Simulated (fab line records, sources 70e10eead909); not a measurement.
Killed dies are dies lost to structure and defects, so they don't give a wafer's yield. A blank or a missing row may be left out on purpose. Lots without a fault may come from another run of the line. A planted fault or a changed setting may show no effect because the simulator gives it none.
Chamber matching | flow nand_harc | NHARC_P_CONTACT_ALD_22 on ald_metal-01: 4 sister chambers
The step deposits TiN, target thk 3 nm, pulse time 1 s, ald cycles 150. 8 wafers are shown with their chamber, then 10 later ones without.

WAFERS WITH THEIR CHAMBER
wafer  | chamber | heater_power_w (W) | precursor_pulse_height_rel
L081.2 | 3       | 977                | 0.998
L081.3 | 1       | 1120               | 0.989
L081.4 | 0       | 970                | 1.017
L085.2 | 1       | 1105               | 0.993
L085.4 | 2       | 1004               | 0.994
L085.5 | 3       | 955                | 0.973
L088.2 | 0       | 945                | 1.021
L088.3 | 2       | 983                | 0.997

WAFERS WITHOUT THEIR CHAMBER
wafer  | heater_power_w (W) | precursor_pulse_height_rel
L088.5 | 963                | 0.992
L092.2 | 977                | 1.022
L092.5 | 990                | 0.968
L092.6 | 974                | 0.969
L095.2 | 1134               | 1.022
L095.3 | 977                | 0.996
L095.6 | 959                | 1.014
L096.4 | 1098               | 1.019
L096.5 | 941                | 0.970
L096.6 | 1020               | 1.031

WHICH CHAMBER EACH WENT THROUGH
wafer  | from the rows above          | in truth
L088.5 | can't be placed: 3 or 2      | 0
L092.2 | can't be placed: 0 or 2      | 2
L092.5 | can't be placed: 3 or 2      | 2
L092.6 | can't be placed: 3 or 2      | 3
L095.2 | 1                            | 1
L095.3 | can't be placed: 2 or 3 or 0 | 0
L095.6 | 0                            | 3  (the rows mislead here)
L096.4 | 1                            | 1
L096.5 | 3                            | 3
L096.6 | can't be placed: 2 or 0 or 3 | 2
Placed correctly: 3 of 10. Can't be placed from these rows: 6 (the true chamber is among the candidates in 5). Placed wrongly: 1.
How it was worked out, from the rows above alone: a wafer's distance from a chamber is the root of the sum, over the readings, of the square of ((its reading less the chamber's mean) divided by the reading's scatter). The wafer belongs to the nearest chamber; if the next one is less than 2 further off, it can't be placed. A chamber's mean is the mean of its shown wafers. The scatter: the root of (the sum of the squares of (reading less its chamber's mean) over the shown wafers, divided by (wafers less chambers)).
